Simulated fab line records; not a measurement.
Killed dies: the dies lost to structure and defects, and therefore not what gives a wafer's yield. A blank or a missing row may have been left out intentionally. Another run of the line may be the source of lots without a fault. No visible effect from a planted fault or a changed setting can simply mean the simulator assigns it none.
Struck lot and sound lot, side by side | flow n5_finfet | 38 out of 1938 route steps
Sound: the wafers L428.2, L428.4, L428.5. Struck: wafers L450.2, L450.3. (L450.6 of the same lot was not struck and is left out.) The cause comes at the end.
Order at every step that has rows: each side's tool, ch and its chambers, its first start. Under that, the readings that differ: sound wafers | struck wafers | difference of the means | sigmas: that difference in standard deviations of wafers without a fault.
alike: same words and numbers on both sides, and readings whose means sit less than 2 such deviations apart. not compared: any withheld reading, any reading some wafer has no value for, any bound like >300 that may hide the same value, and any number with overlapping values for which the record gives no deviation.
A row with sigmas, a row that says differs or no value, or rows on one side alone: a step with any of these is where the two part. Numbers that have no deviation but don't overlap get no sigmas and don't part them. A reading missing from all wafers of one side parts the sides only when that side holds two or more wafers.

first, 11 steps without rows for these wafers: N5_BEOL_M0_SAQP_STRIP_108 (strips in N2/H2); N5_BEOL_M0_SAQP_RECESS_109 (chemistry HF/NH3, target SiO2, target depth 3 nm, afs cycles 1, sublimation time 60 s); N5_BEOL_M0_SAQP_SPACER2_ALD_26 (deposits SiO2, target thk 15 nm, pulse time 1 s, purge time 2 s); N5_BEOL_M0_SAQP_SPACER2_ETCHBACK_27 (etches SiO2 in CHF3/O2, target depth 22.5 nm, time 11.25 s); N5_BEOL_M0_SAQP_MANDREL2_REMOVE_110 (chemistry HBr/Cl2/O2, target a-Si, stops on SiCN, bt time 10 s); N5_BEOL_M0_SAQP_COAT_69 (time 60 s, resist thk 90 nm); N5_BEOL_M0_SAQP_COAT_72 (time 60 s, resist thk 15 nm); N5_BEOL_M0_SAQP_COAT_87 (time 60 s, resist thk 5 nm); N5_BEOL_M0_SAQP_COAT_34 (resist thk 30 nm); N5_BEOL_M0_SAQP_EBR_36; N5_BEOL_M0_SAQP_SOFTBAKE_35 (time 60 s).
N5_BEOL_M0_SAQP_EXPOSE_37: exposes mask M0 CUT1, target cd 30 nm.
  sound on euv_scanner-02 ch 0, day 6 00:01; struck on euv_scanner-02 ch 0, day 11 08:38
  alike: mask
then, 2 steps without rows for these wafers: N5_BEOL_M0_SAQP_PEB_38 (peb time 60 s); N5_BEOL_M0_SAQP_DEVELOP_39 (develop time 30 s).
N5_BEOL_M0_SAQP_CD_MEAS_40: the cd target is 30 nm.
  sound on cd_sem-03 ch 0, day 6 00:09; struck on cd_sem-02 ch 0, day 11 08:46
  reading    | sound             | struck      | difference | sigmas
  cd_nm (nm) | 30.09 30.16 29.48 | 24.29 23.28 | -6.12      | -26
N5_BEOL_M0_SAQP_DESCUM_45: chemistry O2, time 7 s.
  sound on rie_diel-02 ch 1,2,3, day 6 00:16; struck on rie_diel-06 ch 0,3, day 11 09:07
  reading                       | sound        | struck    | difference | sigmas
  model.BEOL_M0_SAQP.cd_nm (nm) | 29.8 29.8 30 | 24.2 23.2 | -6.2       |
  alike: drypump_motor_current_A, oes_product_au, rf_fwd_power_W, rf_vpp_V, showerhead_plenum_p_Torr, throttle_valve_pct
  not compared: rf_hours_counter_h
then, 6 steps without rows for these wafers: N5_BEOL_M0_SAQP_ETCH_88 (etches underlayer in N2/H2, target depth 6.5 nm, time 5.2 s); N5_BEOL_M0_SAQP_ETCH_73 (etches SiARC in CF4, target depth 19.5 nm, time 32.5 s); N5_BEOL_M0_SAQP_CUT_ETCH_46 (etches SOC in N2/H2, target depth 135 nm, overetch 27 nm, time 202.5 s); N5_BEOL_M0_SAQP_STRIP_74 (strips in N2/H2); N5_BEOL_M0_SAQP_STRIP_89 (strips in N2/H2); N5_BEOL_M0_SAQP_ALD_48 (deposits SiO2, target thk 20 nm, pulse time 1 s, co reactant pulse time 1 s).
N5_BEOL_M0_SAQP_ETCH_49: etches SiO2 in CF4/O2, target depth 37 nm.
  sound on rie_diel-02 ch 0,2,3, day 6 01:14; struck on rie_diel-06 ch 0,2, day 11 10:04
  reading                       | sound          | struck    | difference | sigmas
  model.BEOL_M0_SAQP.cd_nm (nm) | 29.8 29.6 29.8 | 24.2 23.2 | -6.0       |
  alike: drypump_motor_current_A, oes_product_au, rf_fwd_power_W, rf_vpp_V, showerhead_plenum_p_Torr, throttle_valve_pct
  not compared: rf_hours_counter_h
then, 13 steps without rows for these wafers: N5_BEOL_M0_SAQP_STRIP_75 (strips in CF4); N5_BEOL_M0_CUTY_COAT_50 (time 60 s, resist thk 15 nm); N5_BEOL_M0_CUTY_COAT_51 (resist thk 150 nm); N5_BEOL_M0_CUTY_EBR_52; N5_BEOL_M0_CUTY_SOFTBAKE_53 (time 60 s); N5_BEOL_M0_CUTY_EXPOSE_54 (exposes mask M0 ABLK); N5_BEOL_M0_CUTY_PEB_55 (peb time 60 s); N5_BEOL_M0_CUTY_DEVELOP_56 (develop time 30 s); N5_BEOL_M0_CUTY_DESCUM_61 (chemistry O2, time 7.9 s); N5_BEOL_M0_CUTY_ETCH_62 (etches SiARC in CF4, time 58.5 s); N5_BEOL_M0_CUTY_ETCH_63 (etches SOC in N2/H2, target depth 82.7 nm, overetch 16.5 nm, time 124 s); N5_BEOL_M0_CUTY_STRIP_64 (strips in N2/H2); N5_BEOL_M0_ETCH_138 (etches SiCN in CH3F/O2, target depth 12 nm, time 31.6 s).
N5_BEOL_M4_RC_MEAS_101:
  the record has rows for the sound wafers here (prober-02 ch 0, day 8 14:52) and none for the struck ones
-- here the record skips 7 days between the struck wafers' starts before and after, leaving off in module BEOL_M4 and picking up in module PASSIVATION (first step shown: number 1936 of the route) --
N5_PASSIVATION_PROBE_49:
  sound on prober-02 at day 13 02:23; struck on prober-01 at day 18 06:29
  reading                  | sound          | struck    | difference | sigmas
  defect_limited_yield (%) | 93.0 91.5 93.6 | 0 0       | -93        | -62
  killed_at_M0_to_M3       | 17 40 13       | 1098 1110 | +1081      | +98
  killed_at_other          | 0 0 1          | 8 8       | +8         | +2
  killed_dies              | 83 100 75      | 1180 1180 | +1094      | +61
  killed_on_rim            | 6 14 8         | 152 152   | +143       | +35
  killed_short             | 31 36 25       | 52 41     | +16        | +2
  sort_bin_5_function (%)  | 4.2 4.8 3.5    | 6.3 6.3   | +2.1       | +2
  sort_n_pass              | 1097 1080 1105 | 0 0       | -1094      | -61
  sort_yield_pct (%)       | 93.0 91.5 93.6 | 0 0       | -93        | -62
  alike: killed_at_M4_up, killed_at_contacts, killed_at_front_end, killed_open, sort_bin_6_memory

== WHERE THEY PART ==
Last at N5_PASSIVATION_PROBE_49 as far as this record goes, first at N5_BEOL_M0_SAQP_CD_MEAS_40.

WHY: the cause the simulator had injected
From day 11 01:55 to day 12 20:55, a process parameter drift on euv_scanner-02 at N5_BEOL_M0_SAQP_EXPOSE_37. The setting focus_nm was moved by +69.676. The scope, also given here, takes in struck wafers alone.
